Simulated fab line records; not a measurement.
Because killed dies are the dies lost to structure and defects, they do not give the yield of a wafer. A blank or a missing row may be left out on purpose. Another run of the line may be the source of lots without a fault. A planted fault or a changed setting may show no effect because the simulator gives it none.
Struck lot and sound lot, side by side / flow n5_finfet / 15 steps out of a route of 1938
Sound: wafers L761.2, L761.3, L761.5. Wafers L767.1, L767.3, L767.6 were the ones struck. The cause comes at the end.
Each step with rows lists, per side, the tool, then ch with its chambers, then its first start. Under that, the readings that differ: sound wafers / struck wafers / difference of the means / sigmas: that difference in standard deviations of wafers without a fault.
alike: readings whose means differ by less than 2 such deviations, and words and numbers that are the same on both sides. not compared: withheld readings, readings that some wafer has no value for, bounds like >300 that may hide the same value, and numbers for which the record gives no deviation and whose values overlap.
Wherever a step has rows on one side only, a row that says differs or no value, or a row with sigmas, the two part there. Numbers that don't overlap but have no deviation are shown without sigmas and don't part them. A reading that every wafer of one side lacks parts them only if that side has two wafers or more.

first, 8 steps without rows for these wafers: N5_BEOL_M6_COAT_64 (time 60 s, resist thk 12 nm); N5_BEOL_M6_COAT_71 (time 60 s, resist thk 5 nm); N5_BEOL_M6_COAT_22 (resist thk 30 nm); N5_BEOL_M6_EBR_24; N5_BEOL_M6_SOFTBAKE_23 (time 60 s); N5_BEOL_M6_EXPOSE_25 (exposes mask V5, target cd 40 nm); N5_BEOL_M6_PEB_26 (peb time 60 s); N5_BEOL_M6_DEVELOP_27 (develop time 30 s).
N5_BEOL_M6_CD_MEAS_28: the cd target is 40 nm.
  sound on cd_sem-01 ch 0, day 9 17:11; struck on cd_sem-03 ch 0, day 12 16:22
  alike: cd_nm
N5_BEOL_M6_OVL_MEAS_29:
  sound on overlay-01 ch 0, day 9 17:13; struck on overlay-01 ch 0, day 12 16:23
  alike: V5_OVL
N5_BEOL_M6_INSPECT_30: inspects for defects (brightfield).
  sound: defect_inspect-01 at day 9 17:16; struck: defect_inspect-01 at day 12 16:27
  alike: raw_defect_count
N5_BEOL_M6_DESCUM_33: chemistry O2, time 7 s.
  sound on rie_diel-01 ch 1,2,3, day 9 17:18; struck on rie_diel-03 ch 0,3, day 12 16:43
reading=oes_product_au (a.u.); sound=0.70 0.84 0.74; struck=0.95 0.80 0.94; difference=+0.14; sigmas=+2
  alike: drypump_motor_current_A, rf_vpp_V, showerhead_plenum_p_Torr, throttle_valve_pct
  not compared: rf_hours_counter_h
N5_BEOL_M6_ETCH_72: etches underlayer in N2/H2, target depth 6.5 nm, time 5.2 s.
  sound on rie_diel-01 ch 1,2,3, day 9 17:20; struck on rie_diel-03 ch 0,3, day 12 16:44
  no value came back on the struck wafers for any of 8 readings (bias_w (W), chamber_pressure_mTorr (mTorr) and others); on the sound wafers bias_w (W) reads 150.1 149.7 150.2
  not compared: rf_hours_counter_h
N5_BEOL_M6_ETCH_65: etches SiARC in CF4, target depth 15.6 nm, time 26 s.
  sound on rie_diel-01 ch 1,2,3, day 9 17:21; struck on rie_diel-03 ch 0,3, day 12 16:46
reading=oes_product_au (a.u.); sound=0.59 0.71 0.64; struck=0.81 0.67 0.80; difference=+0.11; sigmas=+2
  alike: bias_w, cf4_flow_sccm, drypump_motor_current_A, etch_rf_on_time_s, rf_vpp_V, showerhead_plenum_p_Torr, throttle_valve_pct
  not compared: rf_hours_counter_h
N5_PASSIVATION_PROBE_49:
  the record holds rows for the sound wafers here (prober-01, day 13 02:58) but none for the struck ones

WHERE THEY PART
Earliest at N5_BEOL_M6_DESCUM_33; latest, in this record, at N5_PASSIVATION_PROBE_49.

WHY: what the simulator had put in
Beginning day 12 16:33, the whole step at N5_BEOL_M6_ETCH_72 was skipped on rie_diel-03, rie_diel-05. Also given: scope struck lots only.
